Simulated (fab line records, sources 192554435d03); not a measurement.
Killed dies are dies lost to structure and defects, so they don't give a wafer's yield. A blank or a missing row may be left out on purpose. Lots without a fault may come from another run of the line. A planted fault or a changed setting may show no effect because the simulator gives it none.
A struck lot beside a sound one | flow n5_finfet | 36 steps out of a route of 1938
Sound: wafers L795.3, L795.4, L795.6. Struck: wafers L792.1, L792.3, L792.4. The cause comes at the end.
At each step with rows: each side's tool, then ch and its chambers, then its first start. Under that, the readings that differ: sound wafers | struck wafers | difference of the means | sigmas: that difference in standard deviations of wafers without a fault.
alike: readings whose means differ by less than 2 such deviations, and words and numbers that are the same on both sides. not compared: withheld readings, readings that some wafer has no value for, bounds like >300 that may hide the same value, and numbers for which the record gives no deviation and whose values overlap.
The two part at a step that has a row with sigmas, a row that says differs or no value, or rows on one side only. Numbers that don't overlap but have no deviation are shown without sigmas and don't part them. A reading that every wafer of one side lacks parts them only if that side has two wafers or more.

first, 12 steps without rows for these wafers: N5_SD_EPI_P_STRIP_38 (strips in N2/H2); N5_SD_EPI_P_ETCHBACK_46 (etches SiNx in CH3F/O2, stops on SiO2, target depth 17.5 nm); N5_SD_EPI_P_ETCH_47 (etches SiOCN in CH3F/O2, target depth 25 nm); N5_SD_EPI_P_ETCH_16 (etches SiO2 in CHF3/O2, target depth 5 nm); N5_SD_EPI_P_STRIP_50 (strips in CHF3/O2); N5_SD_EPI_P_SD_RECESS_17 (chemistry HBr/Cl2/O2, target depth 39.1 nm, bt time 3 s); N5_SD_EPI_P_WET_ETCH_45 (etches SiO2 in dHF, time 10.7 s, target depth 2 nm, rinse time 30 s); N5_SD_EPI_P_STRIP_40 (strips in N2/H2); N5_SD_EPI_P_PRECLEAN_52 (cleans in O3/DIW, time 60 s); N5_SD_EPI_P_SRD_20 (time 30 s); N5_SD_EPI_P_PRECLEAN_51 (cleans in NF3:NH3, afs cycles 1, time 20 s, sublimation time 60 s); N5_SD_EPI_P_VAPOR_ETCH_44 (etches SiGe30 in NF3/Ar, time 3.3 s).
N5_SD_EPI_P_EPI_21: deposits SiGe:B, time 355 s.
  sound on epi_rpcvd-01 ch 0, day 9 02:46; struck on epi_rpcvd-02 ch 0, day 8 06:03
then, 8 steps without rows for these wafers: N5_SD_EPI_P_HM_STRIP_48 (strips SiNx in H3PO4, material SiNx, target depth 3 nm); N5_SD_EPI_P_SRD_49 (time 30 s); N5_SD_EPI_P_PRECLEAN_24 (cleans in O3/DIW, time 45 s); N5_SD_EPI_P_PRECLEAN_32 (cleans in dHF, time 10 s); N5_SD_EPI_P_PRECLEAN_33 (cleans in SC2, time 45 s); N5_SD_EPI_P_SRD_25 (time 30 s); N5_SD_ACTIVATION_RTA_00 (time 0 s); N5_SD_ACTIVATION_LSA_01 (time 0.0008 s).
N5_SD_ACTIVATION_RS_MEAS_03: measures by four-point-probe.
  sound on film_metro-01, day 9 05:22; struck on film_metro-02, day 8 09:34
  reading          | sound          | struck         | difference | sigmas
  RS_SD_P (ohm/sq) | 57.3 57.3 57.5 | 49.8 50.4 49.7 | -7.4       | -7
  alike: RS_SD_N
then, 12 steps without rows for these wafers: N5_ILD0_LINER_00 (material SiNx, target thk 4 nm, pulse time 1 s, purge time 2 s); N5_ILD0_FCVD_FILL_01 (material SiO2 flowable, target thk 200 nm, time 328.3 s); N5_ILD0_CURE_02 (time 1800 s); N5_ILD0_CMP_03 (polishes, stops on SiNx, t overpolish 1.9 s, target thk 197.38 nm); N5_ILD0_CMP_07 (polishes SiO2 flowable, stops on poly-Si, t overpolish 1.18 s, target thk 138.88 nm); N5_ILD0_PRECLEAN_10 (cleans in NF3:NH3, afs cycles 5, time 20 s, sublimation time 60 s); N5_ILD0_ALD_15 (deposits SiNx, target thk 24 nm, pulse time 1 s, ald cycles 480); N5_ILD0_CMP_12 (polishes SiNx, stops on poly-Si, t overpolish 6 s, target thk 17.67 nm); N5_SDB_HM_DEP_00 (deposits SiNx from SiH4/NH3/N2, target thk 40 nm, time 35.3 s); N5_SDB_COAT_03 (time 60 s, resist thk 100 nm); N5_SDB_COAT_04 (time 60 s, resist thk 18 nm); N5_SDB_COAT_05 (resist thk 90 nm).
-- the record jumps here: 5 days lie between the struck wafers' starts before and after (it left off in module SDB and takes up again in module BEOL_M4, whose first step shown is number 1111 of the route) --
N5_BEOL_M4_RC_MEAS_101:
  sound on prober-02 ch 0, day 14 10:55; struck on prober-02 ch 0, day 13 10:40
  reading             | sound             | struck         | difference | sigmas
  DIBL_N (mV/V)       | 34.8 34.5 35.1    | 38.1 37.6 38.3 | +3.2       | +2
  DIBL_P (mV/V)       | 33.2 33.1 33.4    | 37.6 35.9 37.0 | +3.6       | +2
  IOFF_P (nA/um)      | 0.17 0.17 0.17    | 0.27 0.24 0.26 | +0.09      | +3
  RC_DENSE_P (ohm.um) | 24.1 23.6 24.5    | 22.1 21.9 21.7 | -2.2       | -5
  RC_P (ohm.um)       | 19.5 19.2 19.7    | 17.9 17.9 17.8 | -1.6       | -5
  REXT_P (ohm.um)     | 101.9 100.1 100.8 | 93.3 94.8 93.1 | -7.2       | -3
  RS_SD_P (ohm/sq)    | 67.2 67.2 67.0    | 58.9 59.3 59.1 | -8.0       | -7
  SS_N (mV/dec)       | 70.1 70.5 70.2    | 72.0 72.1 71.9 | +1.7       | +3
  SS_P (mV/dec)       | 72.4 72.8 72.3    | 73.8 74.0 74.0 | +1.4       | +2
  alike: IOFF_N, ION_N, ION_P, VT_N, VT_P
then, 1 step without rows for these wafers: N5_PASSIVATION_PROBE_49.

WHERE THEY PART
First at N5_SD_ACTIVATION_RS_MEAS_03; last, within this record, at N5_BEOL_M4_RC_MEAS_101.

WHY: what the simulator had put in
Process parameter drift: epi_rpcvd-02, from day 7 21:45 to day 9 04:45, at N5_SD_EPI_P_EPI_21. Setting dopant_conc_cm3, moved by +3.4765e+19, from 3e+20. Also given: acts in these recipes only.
